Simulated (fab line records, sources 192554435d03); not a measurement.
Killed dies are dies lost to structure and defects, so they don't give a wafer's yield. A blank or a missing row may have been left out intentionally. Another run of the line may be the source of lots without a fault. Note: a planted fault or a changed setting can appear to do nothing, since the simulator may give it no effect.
Matching of chambers || flow n5 finfet || 3 sister chambers for N5_BEOL_M0_SAQP_PECVD_97 on pecvd-03
The step deposits SiNx from SiH4/NH3/N2, target thk 23 nm, time 19.9 s. 16 wafers are shown with their chamber, then 8 later ones without.

== WAFERS PAIRED WITH THEIR CHAMBERS ==
{"wafer": "L074.1", "chamber": 0, "throttle valve pct (%)": 41.0, "heater power w (W)": 532, "showerhead plenum p Torr (Torr)": 5.07}
{"wafer": "L074.4", "chamber": 1, "throttle valve pct (%)": 46.3, "heater power w (W)": 663, "showerhead plenum p Torr (Torr)": 5.08}
{"wafer": "L074.6", "chamber": 2, "throttle valve pct (%)": 36.7, "heater power w (W)": 689, "showerhead plenum p Torr (Torr)": 5.09}
{"wafer": "L076.3", "chamber": 2, "throttle valve pct (%)": 37.2, "heater power w (W)": 638, "showerhead plenum p Torr (Torr)": 5.08}
{"wafer": "L076.4", "chamber": 2, "throttle valve pct (%)": 37.1, "heater power w (W)": 642, "showerhead plenum p Torr (Torr)": 5.10}
{"wafer": "L076.6", "chamber": 0, "throttle valve pct (%)": 41.0, "heater power w (W)": 505, "showerhead plenum p Torr (Torr)": 5.06}
{"wafer": "L080.1", "chamber": 2, "throttle valve pct (%)": 37.2, "heater power w (W)": 656, "showerhead plenum p Torr (Torr)": 5.08}
{"wafer": "L080.2", "chamber": 0, "throttle valve pct (%)": 41.1, "heater power w (W)": 533, "showerhead plenum p Torr (Torr)": 5.07}
{"wafer": "L080.4", "chamber": 0, "throttle valve pct (%)": 41.2, "heater power w (W)": 530, "showerhead plenum p Torr (Torr)": 5.06}
{"wafer": "L085.2", "chamber": 0, "throttle valve pct (%)": 40.9, "heater power w (W)": 514, "showerhead plenum p Torr (Torr)": 5.07}
{"wafer": "L085.4", "chamber": 1, "throttle valve pct (%)": 46.1, "heater power w (W)": 665, "showerhead plenum p Torr (Torr)": 5.09}
{"wafer": "L085.5", "chamber": 2, "throttle valve pct (%)": 37.4, "heater power w (W)": 677, "showerhead plenum p Torr (Torr)": 5.08}
{"wafer": "L089.1", "chamber": 0, "throttle valve pct (%)": 41.3, "heater power w (W)": 526, "showerhead plenum p Torr (Torr)": 5.07}
{"wafer": "L089.3", "chamber": 2, "throttle valve pct (%)": 37.3, "heater power w (W)": 590, "showerhead plenum p Torr (Torr)": 5.08}
{"wafer": "L089.6", "chamber": 1, "throttle valve pct (%)": 46.0, "heater power w (W)": 572, "showerhead plenum p Torr (Torr)": 5.09}
{"wafer": "L091.1", "chamber": 1, "throttle valve pct (%)": 46.2, "heater power w (W)": 586, "showerhead plenum p Torr (Torr)": 5.08}

SIGNATURES (averages over the wafers above)
{"reading": "throttle valve pct", "chamber 0": 41.083, "chamber 1": 46.150, "chamber 2": 37.150, "scatter within a chamber": 0.187}
{"reading": "heater power w", "chamber 0": 523.33, "chamber 1": 621.50, "chamber 2": 648.67, "scatter within a chamber": 32.9}
{"reading": "showerhead plenum p Torr", "chamber 0": 5.0667, "chamber 1": 5.0850, "chamber 2": 5.0850, "scatter within a chamber": 0.0067}
Rule: a wafer's distance from a chamber is the root of the sum, over the readings, of the square of ((its reading less the chamber's mean) divided by the reading's scatter). The wafer belongs to the nearest chamber; if the next one is less than 2 further off, it can't be placed. The scatter: the root of (the sum of the squares of (reading less its chamber's mean) over the shown wafers, divided by (wafers less chambers)).

== WAFERS WHOSE CHAMBER IS MISSING ==
{"wafer": "L091.3", "throttle valve pct (%)": 41.2, "heater power w (W)": 499, "showerhead plenum p Torr (Torr)": 5.06}
{"wafer": "L091.4", "throttle valve pct (%)": 37.2, "heater power w (W)": 598, "showerhead plenum p Torr (Torr)": 5.08}
{"wafer": "L093.1", "throttle valve pct (%)": 41.1, "heater power w (W)": 533, "showerhead plenum p Torr (Torr)": 5.07}
{"wafer": "L093.2", "throttle valve pct (%)": 37.4, "heater power w (W)": 611, "showerhead plenum p Torr (Torr)": 5.08}
{"wafer": "L093.6", "throttle valve pct (%)": 37.4, "heater power w (W)": 617, "showerhead plenum p Torr (Torr)": 5.10}
{"wafer": "L095.1", "throttle valve pct (%)": 46.1, "heater power w (W)": 578, "showerhead plenum p Torr (Torr)": 5.09}
{"wafer": "L095.2", "throttle valve pct (%)": 41.1, "heater power w (W)": 550, "showerhead plenum p Torr (Torr)": 5.06}
{"wafer": "L095.3", "throttle valve pct (%)": 37.4, "heater power w (W)": 697, "showerhead plenum p Torr (Torr)": 5.09}

== CHAMBER TAKEN BY EACH ==
{"wafer": "L091.3", "from the rows above": 0, "in truth": 0}
{"wafer": "L091.4", "from the rows above": 2, "in truth": 2}
{"wafer": "L093.1", "from the rows above": 0, "in truth": 0}
{"wafer": "L093.2", "from the rows above": 2, "in truth": 2}
{"wafer": "L093.6", "from the rows above": 2, "in truth": 2}
{"wafer": "L095.1", "from the rows above": 1, "in truth": 1}
{"wafer": "L095.2", "from the rows above": 0, "in truth": 0}
{"wafer": "L095.3", "from the rows above": 2, "in truth": 2}
Placed correctly: 8 of 8. Can't be placed from these rows: 0. Placed wrongly: 0.
